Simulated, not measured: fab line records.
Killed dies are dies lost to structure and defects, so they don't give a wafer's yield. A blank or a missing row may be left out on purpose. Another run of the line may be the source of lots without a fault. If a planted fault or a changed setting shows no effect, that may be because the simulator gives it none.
Chamber matching + flow n5-finfet + N5_BEOL_M0_SAQP_ETCH_84 on rie-diel-02: 4 sister chambers
The step etches SOC in N2/H2, target depth 100 nm, overetch 20 nm, time 150 s. 8 wafers are shown with their chamber, then 9 later ones without.

== WAFERS PAIRED WITH THEIR CHAMBERS ==
| wafer  | chamber | drypump-motor-current-A (A) | throttle-valve-pct (%) |
|--------|---------|-----------------------------|------------------------|
| L080.4 | 2       | 6.4                         | 18.1                   |
| L081.4 | 2       | 6.5                         | 18.2                   |
| L084.2 | 1       | 5.2                         | 18.2                   |
| L084.4 | 3       | 6.2                         | 18.1                   |
| L084.6 | 0       | 5.6                         | 17.5                   |
| L090.3 | 0       | 5.6                         | 17.6                   |
| L090.4 | 1       | 5.2                         | 18.2                   |
| L090.6 | 3       | 6.2                         | 18.1                   |

== WAFERS WHOSE CHAMBER IS MISSING ==
| wafer  | drypump-motor-current-A (A) | throttle-valve-pct (%) |
|--------|-----------------------------|------------------------|
| L094.2 | 5.2                         | 18.2                   |
| L094.3 | 5.6                         | 17.6                   |
| L094.6 | 6.5                         | 17.8                   |
| L096.1 | 5.6                         | 17.6                   |
| L096.3 | 6.2                         | 18.1                   |
| L096.5 | 5.6                         | 17.6                   |
| L097.1 | 5.2                         | 18.2                   |
| L097.2 | 6.2                         | 18.1                   |
| L097.3 | 5.6                         | 17.6                   |

== WHICH CHAMBER EACH WENT THROUGH ==
| wafer  | from the rows above | in truth |
|--------|---------------------|----------|
| L094.2 | 1                   | 1        |
| L094.3 | 0                   | 0        |
| L094.6 | 2                   | 2        |
| L096.1 | 0                   | 0        |
| L096.3 | 3                   | 3        |
| L096.5 | 0                   | 0        |
| L097.1 | 1                   | 1        |
| L097.2 | 3                   | 3        |
| L097.3 | 0                   | 0        |
Correctly placed: 9 of 9. Not placeable from these rows: 0. Number placed wrongly: 0.
How it was worked out, from the rows above alone: a wafer's distance from a chamber is the root of the sum, over the readings, of the square of ((its reading less the chamber's mean) divided by the reading's scatter). The wafer belongs to the nearest chamber; if the next one is less than 2 further off, it can't be placed. Each chamber's mean is taken over the wafers shown for it. The scatter: the root of (the sum of the squares of (reading less its chamber's mean) over the shown wafers, divided by (wafers less chambers)).
